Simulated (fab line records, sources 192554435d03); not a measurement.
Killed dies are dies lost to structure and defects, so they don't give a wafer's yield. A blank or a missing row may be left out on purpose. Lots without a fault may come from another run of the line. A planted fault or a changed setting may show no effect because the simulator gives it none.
Chamber matching | flow n5_finfet | N5_BEOL_M7_PECVD_70 on pecvd-03: 3 sister chambers
The step deposits SiO2 from TEOS/O2, target thk 20 nm, time 22.7 s. 6 wafers are shown with their chamber, then 10 later ones without.

WAFERS WITH THEIR CHAMBER
wafer  | chamber | throttle_valve_pct (%) | heater_power_w (W)
L085.2 | 1       | 22.3                   | 851
L085.6 | 2       | 21.1                   | 601
L089.3 | 1       | 22.3                   | 906
L089.4 | 0       | 21.2                   | 681
L091.3 | 2       | 21.1                   | 505
L091.5 | 0       | 21.1                   | 712

WAFERS WITHOUT THEIR CHAMBER
wafer  | throttle_valve_pct (%) | heater_power_w (W)
L091.6 | 21.9                   | 871
L092.3 | 21.1                   | 771
L092.4 | 21.3                   | 509
L092.6 | 21.3                   | 751
L093.1 | 20.9                   | 744
L093.2 | 21.1                   | 487
L093.4 | 22.5                   | 907
L096.2 | 21.9                   | 879
L096.3 | 21.2                   | 767
L096.4 | 21.5                   | 761

WHICH CHAMBER EACH WENT THROUGH
wafer  | from the rows above     | in truth
L091.6 | 1                       | 1
L092.3 | 0                       | 0
L092.4 | can't be placed: 2 or 0 | 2
L092.6 | 0                       | 0
L093.1 | can't be placed: 0 or 2 | 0
L093.2 | 2                       | 2
L093.4 | 1                       | 1
L096.2 | 1                       | 1
L096.3 | 0                       | 0
L096.4 | 0                       | 0
Placed correctly: 8 of 10. Can't be placed from these rows: 2 (the true chamber is among the candidates in 2). Placed wrongly: 0.
How it was worked out, from the rows above alone: a wafer's distance from a chamber is the root of the sum, over the readings, of the square of ((its reading less the chamber's mean) divided by the reading's scatter). The wafer belongs to the nearest chamber; if the next one is less than 2 further off, it can't be placed. A chamber's mean is the mean of its shown wafers. The scatter: the root of (the sum of the squares of (reading less its chamber's mean) over the shown wafers, divided by (wafers less chambers)).
